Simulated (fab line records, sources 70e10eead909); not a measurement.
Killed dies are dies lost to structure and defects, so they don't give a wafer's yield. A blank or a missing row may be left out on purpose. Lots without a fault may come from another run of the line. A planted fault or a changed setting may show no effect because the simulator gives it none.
Which tool did it? | flow nand_harc | 14 lots, 42 wafers sampled, at 3 steps of a route of 1302

WHAT THE GAUGES READ, wafer by wafer
NHARC_P_GATE_CD_MEAS_59: target cd 720 nm. Usual: cd_nm 719.9 nm, standard deviation 1.8.
lot  | measured     | on        | cd_nm (nm)        | flag
L724 | day 6 05:00  | cd_sem-01 | 721.0 718.9 720.3 |
L726 | day 6 16:58  | cd_sem-01 | 721.4 717.9 718.0 |
L727 | day 7 05:56  | cd_sem-02 | 718.5 721.8 718.3 |
L730 | day 8 16:11  | cd_sem-01 | 720.9 723.7 720.6 |
L732 | day 9 08:08  | cd_sem-03 | - - -             | OFF
L731 | day 9 08:53  | cd_sem-03 | - - -             | OFF
L738 | day 11 13:39 | cd_sem-03 | 720.2 717.3 718.3 |
L737 | day 11 13:54 | cd_sem-01 | 721.5 719.8 724.4 |
L740 | day 12 22:20 | cd_sem-01 | 722.9 718.5 720.1 |
L741 | day 13 02:52 | cd_sem-02 | 721.1 719.4 719.0 |
L742 | day 13 16:13 | cd_sem-03 | 718.8 719.3 718.8 |
L744 | day 14 09:32 | cd_sem-03 | 719.6 720.3 719.4 |
L745 | day 14 17:58 | cd_sem-03 | 720.9 720.1 718.7 |
L746 | day 15 09:59 | cd_sem-03 | 721.5 722.9 719.8 |

WHICH TOOL RAN EACH LOT (tool, then ch and the chambers of the sampled wafers, then the start)
lot  | NHARC_P_GATE_ALD_36               | NHARC_P_GATE_PEB_57
L724 | ald_sin-04 ch 0,1, day 5 16:47    | litho_track-02 ch 0, day 6 04:55
L726 | ald_sin-01 ch 1,2,3, day 6 04:44  | litho_track-07 ch 0, day 6 16:53
L727 | ald_sin-04 ch 0,1,3, day 6 17:45  | litho_track-07 ch 0, day 7 05:50
L730 | ald_sin-04 ch 0,1,2, day 8 05:57  | litho_track-05 ch 0, day 8 16:05
L732 | ald_sin-02 ch 0,3, day 8 19:59    | litho_track-05, day 9 08:02
L731 | ald_sin-01 ch 1,2,3, day 8 22:38  | litho_track-05, day 9 08:47
L738 | ald_sin-02 ch 0,1,2, day 11 01:17 | litho_track-05 ch 0, day 11 13:34
L737 | ald_sin-04 ch 0,1,3, day 11 03:43 | litho_track-05 ch 0, day 11 13:49
L740 | ald_sin-02 ch 1,2,3, day 12 10:13 | litho_track-07 ch 0, day 12 22:14
L741 | ald_sin-01 ch 1,3, day 12 14:46   | litho_track-05 ch 0, day 13 02:47
L742 | ald_sin-04 ch 0,1, day 13 04:06   | litho_track-02 ch 0, day 13 16:07
L744 | ald_sin-01 ch 2,3, day 13 19:13   | litho_track-05 ch 0, day 14 09:26
L745 | ald_sin-04 ch 2,3, day 14 06:49   | litho_track-02 ch 0, day 14 17:52
L746 | ald_sin-02 ch 0,1,3, day 14 23:48 | litho_track-05 ch 0, day 15 09:54
- NHARC_P_GATE_ALD_36: deposits SiNx, target thk 20 nm, pulse time 60 s, ald cycles 223.
- NHARC_P_GATE_PEB_57: peb time 85 s.

WHAT THE TOOLS THEMSELVES READ (means of the sampled wafers that have a number; where no wafer has one, the mark that the record gives instead)
NHARC_P_GATE_ALD_36. Usual: heater_power_outer_w 494 W, standard deviation 32; heater_power_w 805 W, standard deviation 65; precursor_pulse_height_rel 1.001, standard deviation 0.017.
lot  | tool       | heater_power_outer_w (W) | heater_power_w (W) | precursor_pulse_height_rel | flag
L724 | ald_sin-04 | 473                      | 743                | 0.985                      |
L726 | ald_sin-01 | 491                      | 807                | 1.011                      |
L727 | ald_sin-04 | 467                      | 741                | 0.999                      |
L730 | ald_sin-04 | 463                      | 753                | 1.006                      |
L732 | ald_sin-02 | 546                      | 886                | 0.997                      |
L731 | ald_sin-01 | 492                      | 819                | 1.000                      |
L738 | ald_sin-02 | 526                      | 863                | 1.015                      |
L737 | ald_sin-04 | 456                      | 746                | 0.991                      |
L740 | ald_sin-02 | 530                      | 892                | 1.003                      |
L741 | ald_sin-01 | 496                      | 800                | 1.005                      |
L742 | ald_sin-04 | 482                      | 753                | 0.968                      |
L744 | ald_sin-01 | 472                      | 750                | 1.008                      |
L745 | ald_sin-04 | 478                      | 780                | 0.997                      |
L746 | ald_sin-02 | 509                      | 804                | 1.000                      |

NHARC_P_GATE_PEB_57. Usual: chill_plate_temp_C 23.01 C, standard deviation 0.11; exhaust_pa 44.9 Pa, standard deviation 0.84.
lot  | tool           | chill_plate_temp_C (C) | exhaust_pa (Pa) | flag
L724 | litho_track-02 | 23.11                  | 45.6            |
L726 | litho_track-07 | 23.00                  | 44.7            |
L727 | litho_track-07 | 23.06                  | 44.7            |
L730 | litho_track-05 | 22.82                  | 45.5            |
L732 | litho_track-05 | -                      | -               | OFF
L731 | litho_track-05 | -                      | -               | OFF
L738 | litho_track-05 | 22.90                  | 45.9            |
L737 | litho_track-05 | 22.86                  | 44.5            |
L740 | litho_track-07 | 22.97                  | 45.4            |
L741 | litho_track-05 | 22.93                  | 44.5            |
L742 | litho_track-02 | 23.09                  | 44.7            |
L744 | litho_track-05 | 23.03                  | 43.6            |
L745 | litho_track-02 | 23.06                  | 43.6            |
L746 | litho_track-05 | 22.93                  | 45.3            |

THE ANSWER, worked out from the rows above alone
Rule: a lot is off if the mean of its wafers that have a number lies more than 3 standard deviations from the usual mean. A lot without any number at a reading at which 4 lots or more have one is off too. The other lots that the step has rows for count as sound. The gauges are gone through in route order, then the tools' own readings, and for those a lot's mean is taken as printed above. The first step at which some lot is off is used, and at that step the reading that is off furthest; a lot without a number counts as furthest.
Off: L732, L731, at NHARC_P_GATE_CD_MEAS_59 (cd_nm). Without a number there: L732, L731.
A tool fits if, at a process step before that reading, it ran every lot that is off, and no sound lot after the first of them. The gauges at NHARC_P_GATE_CD_MEAS_59 aren't tried: what is off there is off at NHARC_P_GATE_PEB_57 too, on other tools, and a gauge's error can't cause that. None of those tried fits.

WHAT THE SIMULATOR HAD PUT IN
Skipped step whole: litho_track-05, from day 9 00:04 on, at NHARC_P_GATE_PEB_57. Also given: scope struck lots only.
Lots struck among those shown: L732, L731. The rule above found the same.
